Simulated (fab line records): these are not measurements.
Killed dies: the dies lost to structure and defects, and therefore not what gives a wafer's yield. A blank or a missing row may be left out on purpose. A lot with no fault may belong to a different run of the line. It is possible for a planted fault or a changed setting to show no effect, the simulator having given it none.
fab line records | flow n5Finfet
record lots=4 | wafers=12 | lastDay=18
route steps=1938 shown BEOL_M4@1099 BEOL_M5@1112 BEOL_M6@1194 PASSIVATION@1936
lots untouched by any fault: they come from a run of this same line in which no faults occurred
startH: start of the lot's first displayed wafer, in hours after the record's first day | waitH: how many hours have passed since the lot's step before this one | " as in the row above | L1.1+2: one row covering several wafers at once | - either no value or no given start | * or withheld: withheld | < > ~ a bound
route shown NAME@n: a module of which the file shows steps, and the number in the route of the first | usual: mean/standard deviation of fault-free wafers | same: alike in all rows | chamber/n: place in a boat | sites: each site's reading | _std_site: their standard deviation | _edge_site: the outer-site mean with the inner-site mean subtracted | radiusMm: for every site, how far away it sits from the centre of the wafer | mask NAME#n: copy n | behind: the most recent tool/chamber to have shaped the wafer | hold: what put the lot on hold/how long, in hours/how the hold closed | device: whichever transistor did not switch (one of n, p or np) | end of line: the same wafers' tests at the end of the route | where a step has no rows: the recipe by itself | killed: dies lost to structure and defects at the first sort, not the wafer's yield | map: dies across one wafer; x = killed, . = not, _ = none there
set.NAME: the setting that was run; set.NAME@STEP: the one run at that earlier step | model.NAME: the simulator's own value behind a step, which no gauge read
lots seen at some steps along the route; tables by step, rows by wafer
services: a tool's chamber out of use, with start hour (startH, from the record's first day; less than 0 if before it), hours out, and reason
## steps
# step N5_BEOL_M4_ANNEAL_95
# recipe tempC=400 | timeS=240 | ambient=vacuum
# step N5_BEOL_M4_SPUTTER_96
# recipe material=Cu | targetThkA=45 | tempC=-20 | chamberPressurePa=0.07 | powerW=withheld | timeS=8.29
# step N5_BEOL_M4_ECD_50
# recipe material=Cu | targetThkA=3000
# step N5_BEOL_M4_ANNEAL_51
# recipe tempC=225 | timeS=90 | ambient=N2
# step N5_BEOL_M4_CMP_52
# recipe stopOn=SiOC | tOverpolishS=6.8 | downForcePsi=1 | platenRpm=50 | clearingPlatenDownForcePsi=1.5 | clearingPlatenRpm=50 | postCmpClean=cuAlkaline | targetThkNm=40 | clearingPlatenPadVelocityMS=0.99484 | padVelocityMS=0.99484
# step N5_BEOL_M4_PRE_CLEAN_60
# recipe gas=NH3/H2 | timeS=15 | tempC=* | rfPowerW=300
# step N5_BEOL_M4_CO_CAP_55
# recipe material=Co | targetThkA=20 | tempC=200 | precursor=CCTBA/H2 | pressureTorr=30 | timeS=102.1
# step N5_BEOL_M4_PRE_CLEAN_56
# recipe gas=NH3 | timeS=15 | tempC=withheld | rfPowerW=300
# step N5_BEOL_M4_DEP_57
# recipe material=SiCN | targetThkA=80 | tempC=withheld | precursor=3MS/NH3 | pressureTorr=3 | rfW=202 | timeS=14
# step N5_BEOL_M4_RC_MEAS_101
# usual DIBL_N=37.1/1.8 | DIBL_P=37.2/2.1 | IOFF_N=0.17/0.033 | IOFF_P=0.22/0.037 | ION_N=680/11 | ION_P=464/7.7 | SS_N=71.7/0.63 | SS_P=73.6/0.67 | VT_N=248.9/2.9 | VT_P=-251/3.6
lot.wafer | tool      | chamber | startH | waitH | DIBL_N[mV/V] | DIBL_P[mV/V] | IOFF_N[nA/um] | IOFF_P[nA/um] | ION_N[uA/um] | ION_P[uA/um] | SS_N[mV/dec] | SS_P[mV/dec] | VT_N[mV] | VT_P[mV]
L850.1    | prober-02 | 0       | 201.93 | 0.0   | 37.3         | 37.2         | 0.19          | 0.25          | 693          | 474          | 71.5         | 73.7         | 242.8    | -246
L850.2    | "         | 0       | "      | "     | 35.9         | 36.2         | 0.15          | 0.22          | 679          | 468          | 71.0         | 73.4         | 249.0    | -245
L850.6    | "         | 0       | "      | "     | 37.7         | 37.8         | 0.19          | 0.26          | 690          | 476          | 71.0         | 74.0         | 245.9    | -246
L852.2    | prober-02 | 0       | 211.42 | 0.2   | 38.2         | 37.1         | 0.18          | 0.19          | 684          | 457          | 72.2         | 73.9         | 249.7    | -256
L852.4    | "         | 0       | "      | "     | 39.2         | 40.0         | 0.21          | 0.24          | 687          | 463          | 71.6         | 74.4         | 246.9    | -249
L852.5    | "         | 0       | "      | "     | 36.3         | 35.4         | 0.14          | 0.17          | 666          | 456          | 71.2         | 73.2         | 254.0    | -253
L864.1    | prober-01 | 0       | 286.63 | 0.3   | 35.1         | 36.7         | 0.14          | 0.20          | 674          | 461          | 70.9         | 73.1         | 250.6    | -250
L864.2    | "         | 0       | "      | "     | 37.7         | 39.0         | 0.19          | 0.24          | 686          | 472          | 71.8         | 74.3         | 246.5    | -247
L864.5    | "         | 0       | "      | "     | 35.5         | 37.1         | 0.15          | 0.21          | 673          | 466          | 71.5         | 73.5         | 249.9    | -249
L869.1    | prober-02 | 0       | 325.62 | 0.0   | 34.8         | 33.9         | 0.14          | 0.20          | 671          | 460          | 71.2         | 72.7         | 249.8    | -247
L869.3    | "         | 0       | "      | "     | 37.9         | 36.6         | 0.20          | 0.23          | 695          | 469          | 72.3         | 73.9         | 245.1    | -246
L869.6    | "         | 0       | "      | "     | 36.0         | 35.7         | 0.17          | 0.22          | 675          | 466          | 71.3         | 72.6         | 247.3    | -246
# step N5_BEOL_M5_ILD_DEP_00
# recipe material=SiCOH_lowk | targetThkA=1406.4 | tempC=300 | precursor=DEMS/porogen | pressureTorr=5 | rfW=500 | timeS=25.9
# step N5_BEOL_M5_CURE_79
# recipe tempC=385 | timeS=240 | ambient=He/Ar | material=SiCOH_lowk
# step N5_BEOL_M5_PECVD_70
# recipe material=SiO2 | targetThkA=160 | tempC=400 | precursor=TEOS/O2 | pressureTorr=5.5 | rfW=450 | teosFlowSccm=53.8 | gas=O2 | flowSccm=3000 | timeS=18
# step N5_BEOL_M5_HM_DEP_02
# recipe material=TiN | targetThkA=200 | tempC=25 | chamberPressurePa=0.49996
# step N5_BEOL_M5_COAT_59
# recipe resist=SOC | tempC=250 | timeS=60 | spinRpm=1500 | resistThkNm=60
# step N5_BEOL_M5_COAT_60
# recipe resist=SiARC | tempC=220 | timeS=60 | spinRpm=1500 | resistThkNm=12
# step N5_BEOL_M5_COAT_71
# recipe resist=underlayer | tempC=205 | timeS=60 | spinRpm=1500 | resistThkNm=5
# step N5_BEOL_M5_COAT_05
# recipe resist=CAR-EUV | spinRpm=1500 | resistThkNm=30
# step N5_BEOL_M5_EBR_07
# recipe solvent=PGMEA | ebrWidthMm=1.5
# step N5_BEOL_M5_SOFTBAKE_06
# recipe tempC=110 | timeS=60 | resist=CAR-EUV
# step N5_BEOL_M5_EXPOSE_08
# recipe maskId=M5 | na=0.33 | sourceShape=annular | sigmaInner=0.4 | sigmaOuter=0.8 | polarization=unpolarized | targetCdNm=28 | doseMj=35.75
# step N5_BEOL_M5_PEB_09
# recipe pebTempC=100 | pebTimeS=60 | resist=CAR-EUV
# step N5_BEOL_M5_DEVELOP_10
# recipe developTimeS=30 | developer=TMAH | resist=CAR-EUV | rinseLiquid=surfactantRinse | dry=airSpin | devTempC=23
# step N5_BEOL_M5_DESCUM_16
# recipe chemistry=O2 | timeS=7 | sourcePowerW=50 | biasPowerW=20 | pressureMtorr=20 | rfFrequencyHz=2.712e+07 | tempC=40 | resist=CAR-EUV | o2FlowSccm=225
# step N5_BEOL_M5_ETCH_72
# recipe chemistry=N2/H2 | target=underlayer | targetDepthA=65 | maskMaterial=CAR-EUV | timeS=5.2 | ionEnergyEv=200 | pressureMtorr=30 | sourceW=840 | biasW=150 | n2FlowSccm=200 | h2FlowSccm=200 | ends=cleared
# step N5_BEOL_M5_ETCH_61
# recipe chemistry=CF4 | target=SiARC | targetDepthA=156 | maskMaterial=CAR-EUV | timeS=26 | ionEnergyEv=80 | pressureMtorr=40 | sourceW=545 | biasW=36 | Ar_flow_sccm=100 | cf4FlowSccm=100 | ends=cleared
# step N5_BEOL_M5_ETCH_62
# recipe chemistry=N2/H2 | target=SOC | targetDepthA=750 | overetchA=150 | maskMaterial=SiARC | tempC=40 | timeS=112.5 | ionEnergyEv=200 | pressureMtorr=30 | sourceW=840 | biasW=150 | n2FlowSccm=200 | h2FlowSccm=200
# step N5_BEOL_M5_STRIP_63
# recipe chemistry=N2/H2 | tempC=40 | n2FlowSccm=200 | h2FlowSccm=200 | rfFrequencyHz=6e+07
# step N5_BEOL_M5_STRIP_73
# recipe chemistry=N2/H2 | tempC=40 | n2FlowSccm=200 | h2FlowSccm=200 | rfFrequencyHz=6e+07
# step N5_BEOL_M5_STRIP_64
# recipe chemistry=CF4 | resist=SiARC | powerW=300 | biasPowerW=75 | pressureMtorr=50 | cf4FlowSccm=150 | rfFrequencyHz=6e+07
# step N5_BEOL_M5_HM_OPEN_17
# recipe chemistry=Cl2/BCl3 | targetDepthA=200 | overetchA=60 | target=TiN | maskMaterial=SOC | ionEnergyEv=150 | pressureMtorr=10 | icpW=1000 | biasW=126 | Cl2_flow_sccm=53.25 | bcl3FlowSccm=21.75 | Ar_flow_sccm=25
# step N5_BEOL_M5_STRIP_19
# recipe chemistry=O2 | powerW=400 | tempC=40 | pressureMtorr=30 | rfFrequencyHz=6e+07 | biasPowerW=0 | overashFraction=0.2 | o2FlowSccm=225
# step N5_BEOL_M5_COAT_65
# recipe resist=SOC | tempC=250 | timeS=60 | spinRpm=1500 | resistThkNm=60
# step N5_BEOL_M5_COAT_66
# recipe resist=SiARC | tempC=220 | timeS=60 | spinRpm=1500 | resistThkNm=12
# step N5_BEOL_M6_ILD_DEP_00
# recipe material=SiCOH_lowk | targetThkA=1797.5 | tempC=300 | precursor=DEMS/porogen | pressureTorr=5 | rfW=500 | timeS=33.4
# usual chamberPressureTorr=5.000/0.011 | heaterPowerOuterW=145/28 | heaterPowerW=317/54 | showerheadPlenumPTorr=5.740/0.016 | throttleValvePct=14.1/0.83
lot.wafer | tool     | chamber | startH | waitH | chamberPressureTorr | heaterPowerOuterW | heaterPowerW | showerheadPlenumPTorr | throttleValvePct
L850.1    | pecvd-04 | 0       | 214.39 | 0.0   | -                   | -                 | -            | -                     | -
L850.2    | "        | 2       | "      | "     | -                   | -                 | -            | -                     | -
L850.6    | "        | 2       | "      | "     | -                   | -                 | -            | -                     | -
L852.2    | pecvd-01 | 2       | 224.33 | 0.0   | -                   | -                 | -            | -                     | -
L852.4    | "        | 1       | "      | "     | -                   | -                 | -            | -                     | -
L852.5    | "        | 2       | "      | "     | -                   | -                 | -            | -                     | -
L864.1    | pecvd-04 | 0       | 302.57 | 0.0   | 5.007               | 120               | 263          | 5.745                 | 13.7
L864.2    | "        | 1       | "      | "     | 4.999               | 99                | 229          | 5.768                 | 16.2
L864.5    | "        | 1       | "      | "     | 4.998               | 105               | 239          | 5.775                 | 16.0
L869.1    | pecvd-04 | 0       | 337.21 | 0.0   | 5.000               | 106               | 241          | 5.745                 | 14.2
L869.3    | "        | 1       | "      | "     | 5.007               | 118               | 254          | 5.785                 | 16.2
L869.6    | "        | 0       | "      | "     | 5.006               | 114               | 249          | 5.746                 | 14.1
# step N5_BEOL_M6_OCD_MEAS_38
# usual trenchDepthNm=94.4/1.8
lot.wafer | tool   | chamber | startH | waitH | trenchDepthNm
L850.1    | ocd-01 | -       | 219.26 | -     | -
L850.2    | "      | -       | "      | "     | -
L850.6    | "      | -       | "      | "     | -
L852.2    | ocd-02 | -       | 232.02 | -     | -
L852.4    | "      | -       | "      | "     | -
L852.5    | "      | -       | "      | "     | -
L864.1    | ocd-01 | -       | 306.93 | -     | 97.0
L864.2    | "      | -       | "      | "     | 92.2
L864.5    | "      | -       | "      | "     | 92.3
L869.1    | ocd-01 | -       | 345.69 | -     | 95.3
L869.3    | "      | -       | "      | "     | 92.8
L869.6    | "      | -       | "      | "     | 94.1
# step N5_PASSIVATION_PROBE_49
# usual defectLimitedYield=91.7/1.5 | killed_at_M0_to_M3=32/10 | killed_at_M4_up=14/5.3 | killedAtContacts=13/5.7 | killedAtFrontEnd=37/10 | killedAtOther=3.3/2.5 | killedDies=98/18 | killedOnRim=13/3.6 | killedOpen=65/13 | killedShort=31/7.5 | sort_bin_5_function=4.9/0.91 | sort_bin_6_memory=3.1/0.71 | sortNPass=1082/18 | sortYieldPct=91.7/1.5
# same grossDies=1180 | killedAtBackSide=0 | sort_bin_4_leakage[%]=0 | sort_bin_8_speed[%]=0
lot.wafer | tool      | chamber | startH | waitH | defectLimitedYield[%] | killed_at_M0_to_M3 | killed_at_M4_up | killedAtContacts | killedAtFrontEnd | killedAtOther | killedDies | killedOnRim | killedOpen | killedShort | sort_bin_5_function[%] | sort_bin_6_memory[%] | sortNPass | sortYieldPct[%]
L850.1    | prober-01 | -       | 322.50 | 0.0   | 0                     | 5                  | 1167            | 1                | 6                | 1             | 1180       | 152         | 11         | 4           | 71.6                   | 3.3                  | 0         | 0
L850.2    | prober-01 | -       | 322.55 | 0.1   | 0                     | 5                  | 1164            | 2                | 8                | 1             | 1180       | 152         | 11         | 5           | 72.7                   | 3.7                  | 0         | 0
L850.6    | prober-01 | -       | 322.75 | 0.3   | 0                     | 8                  | 1160            | 1                | 11               | 0             | 1180       | 152         | 16         | 7           | 72.6                   | 2.5                  | 0         | 0
L852.2    | prober-02 | -       | 327.95 | 0.1   | 0                     | 3                  | 1163            | 2                | 10               | 2             | 1180       | 152         | 15         | 3           | 74.0                   | 2.5                  | 0         | 0
L852.4    | prober-02 | -       | 328.05 | 0.2   | 0                     | 6                  | 1167            | 1                | 6                | 0             | 1180       | 152         | 10         | 6           | 73.4                   | 2.2                  | 0         | 0
L852.5    | prober-02 | -       | 328.10 | 0.2   | 0                     | 2                  | 1173            | 2                | 2                | 1             | 1180       | 152         | 4          | 5           | 71.5                   | 3.3                  | 0         | 0
L864.1    | prober-02 | -       | 398.97 | 0.0   | 92.9                  | 34                 | 9               | 15               | 21               | 5             | 84         | 8           | 56         | 28          | 3.6                    | 3.3                  | 1096      | 92.9
L864.2    | prober-02 | -       | 399.02 | 0.1   | 93.6                  | 30                 | 6               | 13               | 24               | 2             | 75         | 16          | 52         | 23          | 4.1                    | 1.9                  | 1105      | 93.6
L869.1    | prober-01 | -       | 432.63 | 0.0   | 94.1                  | 22                 | 7               | 9                | 32               | 0             | 70         | 17          | 38         | 32          | 3.6                    | 1.9                  | 1110      | 94.1
L869.3    | prober-01 | -       | 432.73 | 0.1   | 92.7                  | 22                 | 13              | 23               | 27               | 1             | 86         | 15          | 61         | 25          | 4.2                    | 2.9                  | 1094      | 92.7
L869.6    | prober-01 | -       | 432.88 | 0.3   | 91.9                  | 19                 | 27              | 18               | 28               | 3             | 95         | 12          | 69         | 23          | 4.7                    | 3.2                  | 1085      | 91.9
# killed by level:class
L850.1 BEOL_M6:lostPattern=1163 BEOL_M2:geometricParticle:open=3 DUMMY_GATE:geometricParticle:open=2 BEOL_M4:geometricParticle:open=2 FIN_SAQP:geometricParticle:short=1 STI_FIN_REVEAL:geometricParticle:short=1 STI_FIN_REVEAL:geometricParticle:open=1 MOL_CONTACT_COAG:geometricParticle:open=1
L850.2 BEOL_M6:lostPattern=1158 BEOL_M6:areaDep=5 FIN_SAQP:geometricParticle:short=3 BEOL_M1:geometricParticle:open=3 FIN_SAQP:geometricParticle:open=2 MOL_CONTACT_COAG:geometricParticle:open=2 STI_FIN_REVEAL:geometricParticle:open=1 SPACER0:geometricParticle:open=1
L850.6 BEOL_M6:lostPattern=1150 STI_FIN_REVEAL:geometricParticle:open=7 BEOL_M6:areaDep=7 FIN_SAQP:geometricParticle:short=3 BEOL_M1:geometricParticle:open=2 BEOL_M2:geometricParticle:open=2 BEOL_M4:geometricParticle:open=2 GATE_CUT:geometricParticle:open=1
L852.2 BEOL_M6:lostPattern=1158 BEOL_M6:areaDep=4 GATE_CUT:geometricParticle:open=3 FIN_SAQP:geometricParticle:open=2 DUMMY_GATE:geometricParticle:open=2 MOL_CONTACT_COAG:geometricParticle:open=2 STARTING-WAFER:geometricParticle:open=2 BEOL_M0_SAQP:geometricParticle:short=1
L852.4 BEOL_M6:lostPattern=1160 BEOL_M6:areaDep=4 GATE_CUT:geometricParticle:short=2 BEOL_M3:geometricParticle:open=2 BEOL_M0_SAQP:geometricParticle:open=2 BEOL_M4:geometricParticle:open=2 STARTING-WAFER:geometricParticle:short=2 FIN_SAQP:geometricParticle:short=1
L852.5 BEOL_M6:lostPattern=1169 MOL_CONTACT_COAG:geometricParticle:open=2 BEOL_M6:areaDep=2 STI_FIN_REVEAL:geometricParticle:short=1 SDB:geometricParticle:short=1 BEOL_M0_SAQP:geometricParticle:short=1 BEOL_M1:geometricParticle:short=1 BEOL_M4:geometricParticle:open=1
L864.1 MOL_CONTACT_COAG:geometricParticle:open=12 BEOL_M0_SAQP:geometricParticle:open=10 STI_FIN_REVEAL:geometricParticle:open=9 BEOL_M0_SAQP:geometricParticle:short=9 BEOL_M2:geometricParticle:open=8 MOL_CONTACT_COAG:geometricParticle:short=3 BEOL_M1:geometricParticle:open=3 BEOL_M1:geometricParticle:short=3
L864.2 MOL_CONTACT_COAG:geometricParticle:open=11 BEOL_M2:geometricParticle:open=9 BEOL_M0_SAQP:geometricParticle:short=8 STI_FIN_REVEAL:geometricParticle:open=6 FIN_CUT:geometricParticle:open=4 BEOL_M0_SAQP:geometricParticle:open=4 STI_FIN_REVEAL:geometricParticle:short=3 GATE_CUT:geometricParticle:open=3
L869.1 MOL_CONTACT_COAG:geometricParticle:open=7 STARTING-WAFER:geometricParticle:short=7 DUMMY_GATE:geometricParticle:open=6 BEOL_M4:geometricParticle:open=5 ILD0:geometricParticle:short=5 BEOL_M0_SAQP:geometricParticle:short=5 BEOL_M1:geometricParticle:short=5 FIN_SAQP:geometricParticle:open=4
L869.3 MOL_CONTACT_COAG:geometricParticle:open=18 BEOL_M3:geometricParticle:open=8 BEOL_M0_SAQP:geometricParticle:open=6 DUMMY_GATE:geometricParticle:open=5 MOL_CONTACT_COAG:geometricParticle:short=5 BEOL_M4:geometricParticle:open=5 ILD0:geometricParticle:open=4 FIN_SAQP:geometricParticle:short=3
L869.6 MOL_CONTACT_COAG:geometricParticle:open=15 BEOL_M4:geometricParticle:open=15 BEOL_M3:geometricParticle:open=8 STI_FIN_REVEAL:geometricParticle:open=5 DUMMY_GATE:geometricParticle:open=4 BEOL_M4:geometricParticle:short=4 BEOL_M0_SAQP:geometricParticle:open=4 MOL_CONTACT_COAG:geometricParticle:short=3
# map L850.1 (x killed, . not)
_________________xxxxxxxxxxxx________________
______________xxxxxxxxxxxxxxxxxx_____________
___________xxxxxxxxxxxxxxxxxxxxxxxx__________
__________xxxxxxxxxxxxxxxxxxxxxxxxxx_________
________xxxxxxxxxxxxxxxxxxxxxxxxxxxxxx_______
_______xxxxxxxxxxxxxxxxxxxxxxxxxxxxxxxx______
______xxxxxxxxxxxxxxxxxxxxxxxxxxxxxxxxxx_____
_____xxxxxxxxxxxxxxxxxxxxxxxxxxxxxxxxxxxx____
____xxxxxxxxxxxxxxxxxxxxxxxxxxxxxxxxxxxxxx___
___xxxxxxxxxxxxxxxxxxxxxxxxxxxxxxxxxxxxxxxx__
___xxxxxxxxxxxxxxxxxxxxxxxxxxxxxxxxxxxxxxxx__
__xxxxxxxxxxxxxxxxxxxxxxxxxxxxxxxxxxxxxxxxxx_
__xxxxxxxxxxxxxxxxxxxxxxxxxxxxxxxxxxxxxxxxxx_
_xxxxxxxxxxxxxxxxxxxxxxxxxxxxxxxxxxxxxxxxxxxx
_xxxxxxxxxxxxxxxxxxxxxxxxxxxxxxxxxxxxxxxxxxxx
_xxxxxxxxxxxxxxxxxxxxxxxxxxxxxxxxxxxxxxxxxxxx
_xxxxxxxxxxxxxxxxxxxxxxxxxxxxxxxxxxxxxxxxxxxx
_xxxxxxxxxxxxxxxxxxxxxxxxxxxxxxxxxxxxxxxxxxxx
_xxxxxxxxxxxxxxxxxxxxxxxxxxxxxxxxxxxxxxxxxxxx
_xxxxxxxxxxxxxxxxxxxxxxxxxxxxxxxxxxxxxxxxxxxx
_xxxxxxxxxxxxxxxxxxxxxxxxxxxxxxxxxxxxxxxxxxxx
__xxxxxxxxxxxxxxxxxxxxxxxxxxxxxxxxxxxxxxxxxx_
__xxxxxxxxxxxxxxxxxxxxxxxxxxxxxxxxxxxxxxxxxx_
___xxxxxxxxxxxxxxxxxxxxxxxxxxxxxxxxxxxxxxxx__
___xxxxxxxxxxxxxxxxxxxxxxxxxxxxxxxxxxxxxxxx__
____xxxxxxxxxxxxxxxxxxxxxxxxxxxxxxxxxxxxxx___
_____xxxxxxxxxxxxxxxxxxxxxxxxxxxxxxxxxxxx____
______xxxxxxxxxxxxxxxxxxxxxxxxxxxxxxxxxx_____
_______xxxxxxxxxxxxxxxxxxxxxxxxxxxxxxxx______
________xxxxxxxxxxxxxxxxxxxxxxxxxxxxxx_______
__________xxxxxxxxxxxxxxxxxxxxxxxxxx_________
___________xxxxxxxxxxxxxxxxxxxxxxxx__________
______________xxxxxxxxxxxxxxxxxx_____________
_________________xxxxxxxxxxxx________________
# map L852.2 (x killed, . not)
_________________xxxxxxxxxxxx________________
______________xxxxxxxxxxxxxxxxxx_____________
___________xxxxxxxxxxxxxxxxxxxxxxxx__________
__________xxxxxxxxxxxxxxxxxxxxxxxxxx_________
________xxxxxxxxxxxxxxxxxxxxxxxxxxxxxx_______
_______xxxxxxxxxxxxxxxxxxxxxxxxxxxxxxxx______
______xxxxxxxxxxxxxxxxxxxxxxxxxxxxxxxxxx_____
_____xxxxxxxxxxxxxxxxxxxxxxxxxxxxxxxxxxxx____
____xxxxxxxxxxxxxxxxxxxxxxxxxxxxxxxxxxxxxx___
___xxxxxxxxxxxxxxxxxxxxxxxxxxxxxxxxxxxxxxxx__
___xxxxxxxxxxxxxxxxxxxxxxxxxxxxxxxxxxxxxxxx__
__xxxxxxxxxxxxxxxxxxxxxxxxxxxxxxxxxxxxxxxxxx_
__xxxxxxxxxxxxxxxxxxxxxxxxxxxxxxxxxxxxxxxxxx_
_xxxxxxxxxxxxxxxxxxxxxxxxxxxxxxxxxxxxxxxxxxxx
_xxxxxxxxxxxxxxxxxxxxxxxxxxxxxxxxxxxxxxxxxxxx
_xxxxxxxxxxxxxxxxxxxxxxxxxxxxxxxxxxxxxxxxxxxx
_xxxxxxxxxxxxxxxxxxxxxxxxxxxxxxxxxxxxxxxxxxxx
_xxxxxxxxxxxxxxxxxxxxxxxxxxxxxxxxxxxxxxxxxxxx
_xxxxxxxxxxxxxxxxxxxxxxxxxxxxxxxxxxxxxxxxxxxx
_xxxxxxxxxxxxxxxxxxxxxxxxxxxxxxxxxxxxxxxxxxxx
_xxxxxxxxxxxxxxxxxxxxxxxxxxxxxxxxxxxxxxxxxxxx
__xxxxxxxxxxxxxxxxxxxxxxxxxxxxxxxxxxxxxxxxxx_
__xxxxxxxxxxxxxxxxxxxxxxxxxxxxxxxxxxxxxxxxxx_
___xxxxxxxxxxxxxxxxxxxxxxxxxxxxxxxxxxxxxxxx__
___xxxxxxxxxxxxxxxxxxxxxxxxxxxxxxxxxxxxxxxx__
____xxxxxxxxxxxxxxxxxxxxxxxxxxxxxxxxxxxxxx___
_____xxxxxxxxxxxxxxxxxxxxxxxxxxxxxxxxxxxx____
______xxxxxxxxxxxxxxxxxxxxxxxxxxxxxxxxxx_____
_______xxxxxxxxxxxxxxxxxxxxxxxxxxxxxxxx______
________xxxxxxxxxxxxxxxxxxxxxxxxxxxxxx_______
__________xxxxxxxxxxxxxxxxxxxxxxxxxx_________
___________xxxxxxxxxxxxxxxxxxxxxxxx__________
______________xxxxxxxxxxxxxxxxxx_____________
_________________xxxxxxxxxxxx________________
## services
tool     | chamber | startH | hours | kind
pecvd-01 | 2       | 254.64 | 5.5   | scheduledDown
pecvd-01 | -       | 276.86 | 5.5   | pm
pecvd-04 | 1       | 295.10 | 2.1   | scheduledDown
pecvd-01 | 1       | 326.34 | 5.5   | scheduledDown
## key
firstSign step=N5_BEOL_M6_ILD_DEP_00 | reading=toolRecord | direction=missing
effect step=N5_BEOL_M6_OCD_MEAS_38 | reading=trenchDepthNm | direction=missing
effect step=N5_PASSIVATION_PROBE_49 | reading=killed_at_M4_up | direction=up | sigmas=99+ | usual=14 | struck=1166
metAt N5_BEOL_M6_ILD_DEP_00
struckWafers L850.1,L850.2,L850.6,L852.2,L852.4,L852.5
laterRowsLeftOut L850.1,L850.2,L850.6,L852.2,L852.4,L852.5
fault kind=skippedStepWhole | tool=pecvd-01,pecvd-04 | chamber=- | onsetH=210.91 | steps=N5_BEOL_M6_ILD_DEP_00 | scope=struckLotsOnly
# laterRowsLeftOut: the simulator's readings of these wafers behind a module that went badly wrong aren't trusted and aren't shown, but for the sort
